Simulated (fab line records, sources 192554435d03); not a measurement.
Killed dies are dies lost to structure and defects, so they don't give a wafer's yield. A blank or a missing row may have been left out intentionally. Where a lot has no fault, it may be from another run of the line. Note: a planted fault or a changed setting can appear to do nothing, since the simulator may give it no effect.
Chamber matching / flow n5_finfet / N5_BEOL_M4_ALD_84 on ald_metal-01 has 4 sister chambers
The step deposits TaN, pulse time 2 s, purge time 3 s, co reactant purge time 2 s. 4 wafers are shown with their chamber, then 8 later ones without.

== EACH WAFER AND ITS CHAMBER ==
wafer=L085.4; chamber=0; heater_power_w (W)=357
wafer=L085.5; chamber=2; heater_power_w (W)=414
wafer=L091.6; chamber=1; heater_power_w (W)=424
wafer=L092.3; chamber=3; heater_power_w (W)=426

== WAFERS MISSING THEIR CHAMBER ==
wafer=L092.5; heater_power_w (W)=422
wafer=L092.6; heater_power_w (W)=418
wafer=L093.2; heater_power_w (W)=413
wafer=L093.4; heater_power_w (W)=407
wafer=L093.6; heater_power_w (W)=434
wafer=L096.1; heater_power_w (W)=423
wafer=L096.2; heater_power_w (W)=422
wafer=L096.6; heater_power_w (W)=432

== CHAMBER TAKEN BY EACH ==
wafer=L092.5; from the rows above=can't be placed: 1 or 3 or 2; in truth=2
wafer=L092.6; from the rows above=can't be placed: 2 or 1 or 3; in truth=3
wafer=L093.2; from the rows above=2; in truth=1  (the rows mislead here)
wafer=L093.4; from the rows above=2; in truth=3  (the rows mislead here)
wafer=L093.6; from the rows above=can't be placed: 3 or 1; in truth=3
wafer=L096.1; from the rows above=can't be placed: 1 or 3 or 2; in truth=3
wafer=L096.2; from the rows above=can't be placed: 1 or 3 or 2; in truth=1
wafer=L096.6; from the rows above=can't be placed: 3 or 1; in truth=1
Correct placement for 0 of the 8. Not placeable from these rows: 6 (in 6, the candidates include the true chamber). Placed wrongly: 2.
How it was worked out, from the rows above alone: a wafer's distance from a chamber is the root of the sum, over the readings, of the square of ((its reading less the chamber's mean) divided by the reading's scatter). The wafer belongs to the nearest chamber; if the next one is less than 2 further off, it can't be placed. The mean given for a chamber averages the wafers shown for that chamber. The scatter: root of mean squared gap, hidden wafer to nearest shown wafer, with one shown wafer a chamber.
